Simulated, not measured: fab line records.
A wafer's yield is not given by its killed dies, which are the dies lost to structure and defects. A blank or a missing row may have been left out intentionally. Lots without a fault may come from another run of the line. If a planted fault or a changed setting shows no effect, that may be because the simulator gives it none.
Which tool was responsible? / flow n5-finfet / 36 wafers from 12 lots sampled at 5 of the route's 1938 steps

== WHAT THE GAUGES SHOWED, per wafer ==
N5_BEOL_M12_CD_MEAS_10: target cd 140 nm.
lot=L331; measured=day 11 07:24; on=cd-sem-01; cd-nm (nm)=139.6 137.3 140.1
lot=L333; measured=day 11 11:14; on=cd-sem-03; cd-nm (nm)=139.8 139.6 140.7
lot=L334; measured=day 11 21:53; on=cd-sem-01; cd-nm (nm)=139.8 142.7 143.7
lot=L335; measured=day 12 06:44; on=cd-sem-02; cd-nm (nm)=140.0 141.2 138.9
lot=L337; measured=day 12 15:25; on=cd-sem-02; cd-nm (nm)=139.7 138.5 141.5
lot=L336; measured=day 12 20:01; on=cd-sem-01; cd-nm (nm)=140.4 140.4 140.5
lot=L339; measured=day 13 11:59; on=cd-sem-02; cd-nm (nm)=141.5 137.2 140.4
lot=L343; measured=day 14 08:27; on=cd-sem-02; cd-nm (nm)=139.3 139.2 142.1
lot=L344; measured=day 15 12:37; on=cd-sem-03; cd-nm (nm)=139.4 140.4 139.8
lot=L348; measured=day 15 17:55; on=cd-sem-02; cd-nm (nm)=149.3 147.0 147.5
lot=L350; measured=day 16 08:11; on=cd-sem-02; cd-nm (nm)=146.0 146.8 144.3
lot=L353; measured=day 17 20:47; on=cd-sem-01; cd-nm (nm)=140.0 137.9 134.5

N5_BEOL_M12_OVL_MEAS_11.
lot=L331; measured=day 11 07:26; on=overlay-01; V11_OVL (nm)=-6 -5 -8
lot=L333; measured=day 11 11:16; on=overlay-02; V11_OVL (nm)=5 4 3
lot=L334; measured=day 11 21:55; on=overlay-02; V11_OVL (nm)=-8 3 -14
lot=L335; measured=day 12 06:46; on=overlay-02; V11_OVL (nm)=-5 -13 -3
lot=L337; measured=day 12 15:27; on=overlay-01; V11_OVL (nm)=-5 -5 1
lot=L336; measured=day 12 20:03; on=overlay-01; V11_OVL (nm)=4 -7 0
lot=L339; measured=day 13 12:01; on=overlay-01; V11_OVL (nm)=-6 -1 -6
lot=L343; measured=day 14 08:29; on=overlay-02; V11_OVL (nm)=6 9 0
lot=L344; measured=day 15 12:38; on=overlay-01; V11_OVL (nm)=-15 -12 -11
lot=L348; measured=day 15 17:57; on=overlay-01; V11_OVL (nm)=-10 -1 0
lot=L350; measured=day 16 08:13; on=overlay-02; V11_OVL (nm)=-8 -10 -3
lot=L353; measured=day 17 20:49; on=overlay-02; V11_OVL (nm)=-9 -2 -1

== EACH LOT AND THE TOOL THAT RAN IT (in order: tool; ch and the chambers of the sampled wafers; start) ==
lot=L331; N5_BEOL_M11_SURFACE_TREAT_76=pvd-sputter-02, day 11 04:36; N5_BEOL_M11_ANNEAL_51=rtp-anneal-01 ch 0, day 11 06:11; N5_BEOL_M12_PEB_08=litho-track-01 ch 0, day 11 07:17
lot=L333; N5_BEOL_M11_SURFACE_TREAT_76=pvd-sputter-02, day 11 08:58; N5_BEOL_M11_ANNEAL_51=rtp-anneal-02 ch 0, day 11 10:04; N5_BEOL_M12_PEB_08=litho-track-04 ch 0, day 11 11:08
lot=L334; N5_BEOL_M11_SURFACE_TREAT_76=pvd-sputter-03, day 11 19:59; N5_BEOL_M11_ANNEAL_51=rtp-anneal-01 ch 0, day 11 20:45; N5_BEOL_M12_PEB_08=litho-track-02 ch 0, day 11 21:46
lot=L335; N5_BEOL_M11_SURFACE_TREAT_76=pvd-sputter-03, day 12 04:58; N5_BEOL_M11_ANNEAL_51=rtp-anneal-02 ch 0, day 12 05:26; N5_BEOL_M12_PEB_08=litho-track-04 ch 0, day 12 06:37
lot=L337; N5_BEOL_M11_SURFACE_TREAT_76=pvd-sputter-02, day 12 13:33; N5_BEOL_M11_ANNEAL_51=rtp-anneal-02 ch 0, day 12 14:02; N5_BEOL_M12_PEB_08=litho-track-04 ch 0, day 12 15:18
lot=L336; N5_BEOL_M11_SURFACE_TREAT_76=pvd-sputter-01, day 12 18:07; N5_BEOL_M11_ANNEAL_51=rtp-anneal-02 ch 0, day 12 18:40; N5_BEOL_M12_PEB_08=litho-track-04 ch 0, day 12 19:54
lot=L339; N5_BEOL_M11_SURFACE_TREAT_76=pvd-sputter-01, day 13 10:06; N5_BEOL_M11_ANNEAL_51=rtp-anneal-01 ch 0, day 13 10:46; N5_BEOL_M12_PEB_08=litho-track-01 ch 0, day 13 11:53
lot=L343; N5_BEOL_M11_SURFACE_TREAT_76=pvd-sputter-02, day 14 06:31; N5_BEOL_M11_ANNEAL_51=rtp-anneal-01 ch 0, day 14 07:05; N5_BEOL_M12_PEB_08=litho-track-04 ch 0, day 14 08:20
lot=L344; N5_BEOL_M11_SURFACE_TREAT_76=pvd-sputter-02, day 15 10:54; N5_BEOL_M11_ANNEAL_51=rtp-anneal-01 ch 0, day 15 11:22; N5_BEOL_M12_PEB_08=litho-track-01 ch 0, day 15 12:29
lot=L348; N5_BEOL_M11_SURFACE_TREAT_76=pvd-sputter-03, day 15 15:58; N5_BEOL_M11_ANNEAL_51=rtp-anneal-02 ch 0, day 15 16:35; N5_BEOL_M12_PEB_08=litho-track-04 ch 0, day 15 17:48
lot=L350; N5_BEOL_M11_SURFACE_TREAT_76=pvd-sputter-03, day 16 06:22; N5_BEOL_M11_ANNEAL_51=rtp-anneal-01 ch 0, day 16 07:01; N5_BEOL_M12_PEB_08=litho-track-04 ch 0, day 16 08:05
lot=L353; N5_BEOL_M11_SURFACE_TREAT_76=pvd-sputter-03, day 17 18:55; N5_BEOL_M11_ANNEAL_51=rtp-anneal-01 ch 0, day 17 19:23; N5_BEOL_M12_PEB_08=litho-track-01 ch 0, day 17 20:40
- N5_BEOL_M11_SURFACE_TREAT_76
- N5_BEOL_M11_ANNEAL_51: time 90 s.
- N5_BEOL_M12_PEB_08: peb time 90 s.

== WHAT THE TOOLS THEMSELVES READ (means of the sampled wafers that have a number; where no wafer has one, the mark that the record gives instead) ==
N5_BEOL_M11_ANNEAL_51.
lot=L331; tool=rtp-anneal-01; anneal-temp-c (C)=224.98; wafer_temp_C_max=226.4
lot=L333; tool=rtp-anneal-02; anneal-temp-c (C)=224.97; wafer_temp_C_max=225.5
lot=L334; tool=rtp-anneal-01; anneal-temp-c (C)=224.87; wafer_temp_C_max=226.8
lot=L335; tool=rtp-anneal-02; anneal-temp-c (C)=225.06; wafer_temp_C_max=225.5
lot=L337; tool=rtp-anneal-02; anneal-temp-c (C)=224.69; wafer_temp_C_max=225.5
lot=L336; tool=rtp-anneal-02; anneal-temp-c (C)=225.12; wafer_temp_C_max=225.7
lot=L339; tool=rtp-anneal-01; anneal-temp-c (C)=224.98; wafer_temp_C_max=227.0
lot=L343; tool=rtp-anneal-01; anneal-temp-c (C)=224.94; wafer_temp_C_max=226.8
lot=L344; tool=rtp-anneal-01; anneal-temp-c (C)=224.96; wafer_temp_C_max=226.8
lot=L348; tool=rtp-anneal-02; anneal-temp-c (C)=224.88; wafer_temp_C_max=225.4
lot=L350; tool=rtp-anneal-01; anneal-temp-c (C)=225.21; wafer_temp_C_max=226.6
lot=L353; tool=rtp-anneal-01; anneal-temp-c (C)=224.95; wafer_temp_C_max=227.1

N5_BEOL_M12_PEB_08.
lot=L331; tool=litho-track-01; heater-power-total-W (W)=171.4; plate-temp-C (C)=130.30
lot=L333; tool=litho-track-04; heater-power-total-W (W)=173.2; plate-temp-C (C)=129.95
lot=L334; tool=litho-track-02; heater-power-total-W (W)=172.6; plate-temp-C (C)=130.04
lot=L335; tool=litho-track-04; heater-power-total-W (W)=172.5; plate-temp-C (C)=129.97
lot=L337; tool=litho-track-04; heater-power-total-W (W)=171.8; plate-temp-C (C)=130.01
lot=L336; tool=litho-track-04; heater-power-total-W (W)=172.1; plate-temp-C (C)=129.92
lot=L339; tool=litho-track-01; heater-power-total-W (W)=172.5; plate-temp-C (C)=130.09
lot=L343; tool=litho-track-04; heater-power-total-W (W)=172.3; plate-temp-C (C)=129.98
lot=L344; tool=litho-track-01; heater-power-total-W (W)=172.8; plate-temp-C (C)=129.93
lot=L348; tool=litho-track-04; heater-power-total-W (W)=176.2; plate-temp-C (C)=132.26
lot=L350; tool=litho-track-04; heater-power-total-W (W)=175.9; plate-temp-C (C)=132.10
lot=L353; tool=litho-track-01; heater-power-total-W (W)=172.1; plate-temp-C (C)=129.87

== THE ANSWER, worked out from the rows above alone ==
Rule: what is usual is taken from the lots themselves. The widest of any qualifying gaps counts: lots, ordered by their means at a reading, are off when they make up no more than a third of the lots, leave a main group of 4 or more, and stand apart from it by 3 or more times the standard deviation of that group's means. A main group is skipped when, at the precision printed for the reading in the tables above, its means are all equal. Also off: a lot with no number at a reading for which 4 or more lots have one. Any other lot the step has rows for is counted as sound. The gauges are gone through in route order, then the tools' own readings, and for those a lot's mean is taken as printed above. The first step at which some lot is off is used, and at that step the reading that is off furthest; a lot without a number counts as furthest.
Off: L348, L350 (N5_BEOL_M12_CD_MEAS_10, cd-nm). The main group: mean 139.9 nm, standard deviation 1.1.
A tool fits if, at a process step before that reading, it ran every lot that is off, and no sound lot after the first of them. The gauges at N5_BEOL_M12_CD_MEAS_10 aren't tried: what is off there is off at N5_BEOL_M12_PEB_08 too, on other tools, and a gauge's error can't cause that. One fits: N5_BEOL_M12_PEB_08 on litho-track-04. Its last sound lot is L343 (day 14 08:20), its first lot that is off L348 (day 15 17:48): a fault that began between those two fits.
The tool's own readings at N5_BEOL_M12_PEB_08 bear it out: on the lots that are off they differ by more than 5 times the standard deviation of the sound lots' means. heater-power-total-W reads 176.1 W there against 172.3 W on the sound lots; plate-temp-C reads 132.18 C there against 130.01 C on the sound lots.

== WHAT THE SIMULATOR HAD INSERTED ==
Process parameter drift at N5_BEOL_M12_PEB_08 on litho-track-04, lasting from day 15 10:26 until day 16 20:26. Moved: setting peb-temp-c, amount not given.
Shown lots that were struck: L348, L350. This agrees with what the rule above found.
